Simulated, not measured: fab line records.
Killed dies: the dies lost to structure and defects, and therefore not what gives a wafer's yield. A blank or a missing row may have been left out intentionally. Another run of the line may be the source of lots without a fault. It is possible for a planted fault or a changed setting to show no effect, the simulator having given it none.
fab line records	flow n5Finfet
record lots=7	wafers=21	lastDay=18
route steps=1938 shown BEOL_M6@1212
lots with no fault: from the same line, run without faults
startH: hours from the record's opening day to when the first of the lot's shown wafers began	waitH: hours from the lot's prior step to this one	" as in the row above	L1.1+2: several wafers, shown together as one row	- no value, or no start given	* or withheld: withheld	< > ~ a bound
route shown NAME@n: NAME is a module with steps in the file, n the number in the route of the first one	usual: mean/standard deviation of fault-free wafers	same: alike in all rows	chamber/n: place in a boat	sites: readings site by site	_std_site: how widely they spread, as a standard deviation	_edge_site: outer sites' mean less inner sites'	radiusMm: for every site, how far away it sits from the centre of the wafer	mask NAME#n: copy n	behind: the tool/chamber that last shaped the wafer	hold: what put the lot on hold/how long, in hours/how the hold closed	device: transistor that didn't switch, given as n, p or np	end of line: tests of these same wafers at the route's end	for a step that has no rows: nothing shown but its recipe	killed: count of dies lost to structure and defects at first sort (not the wafer's yield)	map: the dies of a wafer, with x for killed, . for not killed, _ for no die there
set.NAME: the setting that was run; set.NAME@STEP: the one run at that earlier step	model.NAME: the simulator's own value behind a step, which no gauge read
certain route steps with their lots: each step a table, each wafer a row
services: the hour from which a tool's chamber was out of use, counted from the record's first day as startH (under 0 if before that day), plus the number of hours and why
## steps
# step N5_BEOL_M6_ETCH_62
# recipe chemistry=N2/H2	target=SOC	targetDepthA=1100	overetchA=220	maskMaterial=SiARC	tempC=40	timeS=165	ionEnergyEv=200	pressureMtorr=30	sourceW=840	biasW=150	n2FlowSccm=200	h2FlowSccm=200
# usual drypumpMotorCurrentA=5.6/0.46	oesProductAu=0.68/0.079	rfVppV=524/3.5	showerheadPlenumPTorr=2.54/0.12	throttleValvePct=17.78/0.25
lot.wafer	tool	chamber	startH	waitH	drypumpMotorCurrentA	oesProductAu	rfHoursCounterH	rfVppV	showerheadPlenumPTorr	throttleValvePct
L461.1	rieDiel-05	2	189.70	0.0	6.3	0.62	188	520	2.45	17.79
L461.4	"	2	"	"	6.3	0.63	-	521	2.45	17.81
L461.6	"	3	"	"	6.0	0.68	-	527	2.70	17.83
L468.3	rieDiel-04	0	220.39	0.0	5.5	0.77	29	524	2.60	17.54
L468.4	"	2	"	"	6.2	0.58	232	521	2.40	18.24
L468.5	"	2	"	"	6.2	0.58	-	520	2.40	18.26
L470.1	rieDiel-03	0	229.40	0.0	5.5	0.72	61	529	2.69	17.50
L470.2	"	3	"	"	5.3	0.60	224	524	2.51	17.96
L470.3	"	1	"	"	6.0	0.63	151	521	2.41	17.89
L469.2	rieDiel-03	0	238.52	0.0	5.5	0.72	63	527	2.68	17.48
L469.3	"	2	"	"	5.2	0.65	144	520	2.44	17.77
L469.5	"	0	"	"	5.5	0.72	-	529	2.68	17.51
L471.1	rieDiel-03	0	240.63	0.0	5.5	0.71	64	527	2.68	17.49
L471.2	"	2	"	"	5.2	0.65	145	521	2.44	17.77
L471.3	"	3	"	"	5.4	0.60	228	522	2.51	17.96
L478.1	rieDiel-05	3	291.82	0.0	6.0	0.66	141	528	2.68	17.89
L478.4	"	0	"	"	5.8	0.74	52	523	2.46	17.59
L478.6	"	3	"	"	6.0	0.66	-	527	2.68	17.88
L484.1	rieDiel-04	1	329.50	0.0	4.9	0.59	249	519	2.40	18.07
L484.3	"	3	"	"	5.3	0.73	55	529	2.68	17.57
L484.5	"	2	"	"	6.2	0.78	-	529	2.71	17.83
# step N5_BEOL_M6_STRIP_68
# recipe chemistry=N2/H2	tempC=40	n2FlowSccm=200	h2FlowSccm=200	rfFrequencyHz=6e+07
# step N5_BEOL_M6_STRIP_67
# recipe chemistry=CF4	resist=SiARC	powerW=300	biasPowerW=75	pressureMtorr=50	cf4FlowSccm=150	rfFrequencyHz=6e+07
# usual drypumpMotorCurrentA=5.6/0.45	oesProductAu=0.81/0.092	rfVppV=271.0/1.9	showerheadPlenumPTorr=1.79/0.074	throttleValvePct=13.5/0.35
lot.wafer	tool	chamber	startH	waitH	drypumpMotorCurrentA	oesProductAu	rfHoursCounterH	rfVppV	showerheadPlenumPTorr	throttleValvePct
L461.1	rieDiel-05	2	189.85	0.0	6.2	0.74	188	269.9	1.71	13.5
L461.4	"	2	"	"	6.3	0.74	-	268.0	1.72	13.5
L461.6	"	3	"	"	6.0	0.81	-	273.7	1.87	13.4
L468.3	rieDiel-04	0	220.53	0.0	5.5	0.91	29	271.8	1.80	13.0
L468.4	"	2	"	"	6.1	0.69	232	269.8	1.70	14.0
L468.5	"	2	"	"	6.1	0.69	-	268.4	1.70	14.0
L470.1	rieDiel-03	0	229.54	0.0	5.5	0.85	61	272.5	1.89	13.3
L470.2	"	3	"	"	5.4	0.71	225	269.5	1.80	13.9
L470.3	"	1	"	"	6.1	0.76	151	269.7	1.73	13.9
L469.2	rieDiel-03	0	238.67	0.0	5.5	0.83	63	271.0	1.89	13.3
L469.3	"	2	"	"	5.2	0.77	144	269.4	1.72	13.6
L469.5	"	0	"	"	5.5	0.84	-	274.2	1.89	13.3
L471.1	rieDiel-03	0	240.77	0.0	5.5	0.84	64	273.9	1.89	13.3
L471.2	"	2	"	"	5.2	0.78	145	270.3	1.72	13.5
L471.3	"	3	"	"	5.4	0.71	228	272.0	1.80	13.9
L478.1	rieDiel-05	3	291.96	0.0	5.9	0.77	142	270.8	1.86	13.5
L478.4	"	0	"	"	5.8	0.87	52	270.4	1.74	13.3
L478.6	"	3	"	"	5.9	0.77	-	273.1	1.86	13.5
L484.1	rieDiel-04	1	329.64	0.0	4.9	0.69	249	270.3	1.71	14.0
L484.3	"	3	"	"	5.3	0.86	55	272.6	1.87	13.2
L484.5	"	2	"	"	6.1	0.93	-	272.2	1.90	13.4
# step N5_BEOL_M6_HM_OPEN_17
# recipe chemistry=Cl2/BCl3	targetDepthA=200	overetchA=60	target=TiN	maskMaterial=SOC	ionEnergyEv=150	pressureMtorr=10	icpW=1000	biasW=126	Cl2_flow_sccm=53.25	bcl3FlowSccm=21.75	Ar_flow_sccm=25
# usual drypumpMotorCurrentA=6.0/0.36	oesProductAu=0.64/0.088	throttleValvePct=22.09/0.21
lot.wafer	tool	chamber	startH	waitH	drypumpMotorCurrentA	oesProductAu	rfHoursCounterH	throttleValvePct
L461.1	rieMetal-02	0	189.89	0.0	6.0	0.56	108	21.96
L461.4	"	1	"	"	6.3	0.57	-	22.21
L461.6	"	0	"	"	6.0	0.55	-	21.95
L468.3	rieMetal-01	1	220.63	0.1	5.4	0.62	-	22.08
L468.4	"	1	"	"	5.4	0.63	-	22.06
L468.5	"	1	"	"	5.4	0.62	-	22.08
L470.1	rieMetal-01	1	229.58	0.0	5.4	0.62	68	22.09
L470.2	"	0	"	"	5.9	0.84	0	21.90
L470.3	"	0	"	"	5.9	0.85	-	21.87
L469.2	rieMetal-02	0	238.71	0.0	6.0	0.56	112	21.95
L469.3	"	1	"	"	6.2	0.57	-	22.24
L469.5	"	0	"	"	6.0	0.56	-	21.94
L471.1	rieMetal-02	0	240.81	0.0	6.0	0.55	112	21.97
L471.2	"	1	"	"	6.2	0.56	102	22.25
L471.3	"	1	"	"	6.2	0.56	-	22.25
L478.1	rieMetal-02	1	292.00	0.0	6.3	0.57	107	22.25
L478.4	"	1	"	"	6.3	0.57	-	22.21
L478.6	"	1	"	"	6.3	0.55	-	22.27
L484.1	rieMetal-01	1	329.69	0.0	5.4	0.60	78	22.10
L484.3	"	1	"	"	5.4	0.60	-	22.08
L484.5	"	1	"	"	5.4	0.61	-	22.09
# step N5_BEOL_M6_STRIP_19
# recipe chemistry=O2	powerW=400	tempC=40	pressureMtorr=30	rfFrequencyHz=6e+07	biasPowerW=0	overashFraction=0.2	o2FlowSccm=225
# usual drypumpMotorCurrentA=5.6/0.43	oesProductAu=0.80/0.094	rfVppV=3.6/0.63	showerheadPlenumPTorr=2.09/0.11	throttleValvePct=16.69/0.23
# same overashFraction=0.2
lot.wafer	tool	chamber	startH	waitH	drypumpMotorCurrentA	oesProductAu	rfHoursCounterH	rfVppV	showerheadPlenumPTorr	throttleValvePct
L461.1	rieDiel-03	0	190.02	0.1	5.5	0.88	47	2.9	2.26	16.58
L461.4	"	3	"	"	5.4	0.70	211	3.2	2.07	16.76
L461.6	"	2	"	"	5.2	0.80	-	2.6	1.99	16.48
L468.3	rieDiel-04	0	220.77	0.1	5.5	0.93	29	3.5	2.16	16.39
L468.4	"	2	"	"	6.2	0.68	232	3.3	2.01	17.23
L468.5	"	1	"	"	4.9	0.70	-	4.2	2.00	16.91
L470.1	rieDiel-03	2	229.70	0.1	5.2	0.77	141	4.9	1.98	16.51
L470.2	"	1	"	"	6.1	0.74	151	3.7	2.02	17.03
L470.3	"	0	"	"	5.5	0.85	61	2.9	2.26	16.58
L469.2	rieDiel-04	0	238.82	0.1	5.5	0.93	35	3.1	2.16	16.39
L469.3	"	3	"	"	5.3	0.96	16	3.6	2.23	16.40
L469.5	"	3	"	"	5.3	0.94	-	3.2	2.23	16.37
L471.1	rieDiel-04	1	240.96	0.1	4.9	0.70	209	4.5	1.99	16.93
L471.2	"	2	"	"	6.1	0.67	240	2.9	2.01	17.24
L471.3	"	3	"	"	5.3	0.94	17	3.6	2.23	16.39
L478.1	rieDiel-03	3	292.20	0.2	5.4	0.68	248	4.3	2.06	16.85
L478.4	"	1	"	"	6.0	0.73	171	2.8	2.01	17.06
L478.6	"	2	"	"	5.2	0.76	-	3.2	1.97	16.57
L484.1	rieDiel-05	0	329.80	0.1	5.8	0.85	63	4.2	2.06	16.63
L484.3	"	1	"	"	6.5	0.88	43	2.7	2.24	16.77
L484.5	"	0	"	"	5.8	0.85	-	3.1	2.06	16.63
# step N5_BEOL_M6_CD_MEAS_18
# recipe pitchNm=80	targetCdNm=40
# usual cdNm=39.8/0.65
lot.wafer	tool	chamber	startH	waitH	cdNm
L461.1	cdSem-03	-	190.09	0.0	39.1
L461.4	"	-	"	"	39.2
L461.6	"	-	"	"	39.9
L468.3	cdSem-01	-	220.85	0.1	39.9
L468.4	"	-	"	"	39.9
L468.5	"	-	"	"	38.7
L470.1	cdSem-02	-	229.76	0.0	39.5
L470.2	"	-	"	"	40.0
L470.3	"	-	"	"	39.7
L469.2	cdSem-01	-	238.89	0.1	40.5
L469.3	"	-	"	"	40.3
L469.5	"	-	"	"	40.4
L471.1	cdSem-03	-	241.03	0.0	39.4
L471.2	"	-	"	"	40.1
L471.3	"	-	"	"	39.5
L478.1	cdSem-02	-	292.27	0.0	40.2
L478.4	"	-	"	"	40.9
L478.6	"	-	"	"	40.0
L484.1	cdSem-02	-	329.87	0.0	38.9
L484.3	"	-	"	"	39.3
L484.5	"	-	"	"	39.7
# step N5_BEOL_M6_COAT_63
# recipe resist=SOC	tempC=250	timeS=60	spinRpm=1500	resistThkNm=60
# step N5_BEOL_M6_COAT_64
# recipe resist=SiARC	tempC=220	timeS=60	spinRpm=1500	resistThkNm=12
# step N5_BEOL_M6_COAT_71
# recipe resist=underlayer	tempC=205	timeS=60	spinRpm=1500	resistThkNm=5
# step N5_BEOL_M6_COAT_22
# recipe resist=CAR-EUV	spinRpm=1500	resistThkNm=30
# step N5_BEOL_M6_EBR_24
# recipe solvent=PGMEA	ebrWidthMm=1.5
# step N5_BEOL_M6_SOFTBAKE_23
# recipe tempC=110	timeS=60	resist=CAR-EUV
# step N5_BEOL_M6_EXPOSE_25
# recipe maskId=V5	na=0.33	sourceShape=annular	sigmaInner=0.4	sigmaOuter=0.8	polarization=unpolarized	targetCdNm=40	doseMj=45
# usual exposureDoseMJCm2=45.2/0.33	focusOffsetNm=0.1/0.57
lot.wafer	tool	chamber	startH	waitH	mask	exposureDoseMJCm2	focusOffsetNm
L461.1	euvScanner-01	0	192.62	-	V5#0	44.9	-0.2
L461.4	"	0	"	"	V5#0	44.8	1.1
L461.6	"	0	"	"	V5#0	44.9	1.0
L468.3	euvScanner-02	0	221.39	-	V5#0	45.5	0.2
L468.4	"	0	"	"	V5#0	45.5	0.1
L468.5	"	0	"	"	V5#0	45.5	0.6
L470.1	euvScanner-01	-	230.81	-	V5#0	-	-
L470.2	"	-	"	"	V5#0	-	-
L470.3	"	-	"	"	V5#0	-	-
L469.2	euvScanner-01	-	239.11	-	V5#0	-	-
L469.3	"	-	"	"	V5#0	-	-
L469.5	"	-	"	"	V5#0	-	-
L471.1	euvScanner-01	-	241.22	-	V5#0	-	-
L471.2	"	-	"	"	V5#0	-	-
L471.3	"	-	"	"	V5#0	-	-
L478.1	euvScanner-02	0	294.30	-	V5#0	45.5	0.2
L478.4	"	0	"	"	V5#0	45.6	0.5
L478.6	"	0	"	"	V5#0	45.6	0.0
L484.1	euvScanner-02	0	331.07	-	V5#0	45.4	-0.1
L484.3	"	0	"	"	V5#0	45.5	0.1
L484.5	"	0	"	"	V5#0	45.4	-0.2
# step N5_BEOL_M6_PEB_26
# recipe pebTempC=100	pebTimeS=60	resist=CAR-EUV
## services
tool	chamber	startH	hours	kind
euvScanner-01	-	171.22	1.0	pm
euvScanner-02	-	182.24	1.0	pm
euvScanner-01	-	200.64	5.8	pm
rieDiel-04	2	201.91	1.7	repair
euvScanner-01	-	215.20	12.0	pm
euvScanner-02	-	227.20	12.0	pm
rieMetal-02	-	228.82	4.3	pm
euvScanner-01	-	229.28	1.1	repair
rieDiel-05	3	236.18	4.1	repair
euvScanner-01	-	239.20	1.0	pm
euvScanner-02	-	240.21	1.0	pm
rieDiel-03	1	247.14	7.8	repair
rieMetal-01	-	265.34	0.9	repair
euvScanner-01	-	283.52	1.0	pm
euvScanner-02	-	291.77	0.7	repair
euvScanner-01	-	292.75	4.6	pm
rieDiel-05	2	293.13	6.3	repair
rieDiel-03	3	297.06	-	clean
rieDiel-03	3	297.06	-	consumableReplace:focusRing
rieDiel-03	3	297.06	31.2	scheduledDown
euvScanner-02	-	297.35	1.0	pm
rieDiel-04	0	302.16	21.8	repair
rieDiel-04	-	322.52	0.7	repair
euvScanner-02	-	324.13	0.5	repair
## key
firstSign step=N5_BEOL_M6_EXPOSE_25	reading=toolRecord	direction=missing
effect none on later readings
metAt N5_BEOL_M6_EXPOSE_25
struckWafers L469.2,L469.3,L469.5,L470.1,L470.2,L470.3,L471.1,L471.2,L471.3
laterRowsLeftOut L469.2,L469.3,L469.5,L470.1,L470.2,L470.3,L471.1,L471.2,L471.3
sortLeftOut L469.2,L469.3,L469.5,L470.1,L470.2,L470.3,L471.1,L471.2,L471.3
onsetBetween 192.62 230.81
fault kind=skippedStepWhole	tool=euvScanner-01	chamber=-	onsetH=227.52	steps=N5_BEOL_M6_EXPOSE_25	scope=struckLotsOnly
# sortLeftOut: the simulated sort isn't trusted on such a fault, so these wafers' sort isn't shown, and their yield isn't known
# laterRowsLeftOut: the simulator's readings of these wafers behind a module that went badly wrong aren't trusted and aren't shown, but for the sort
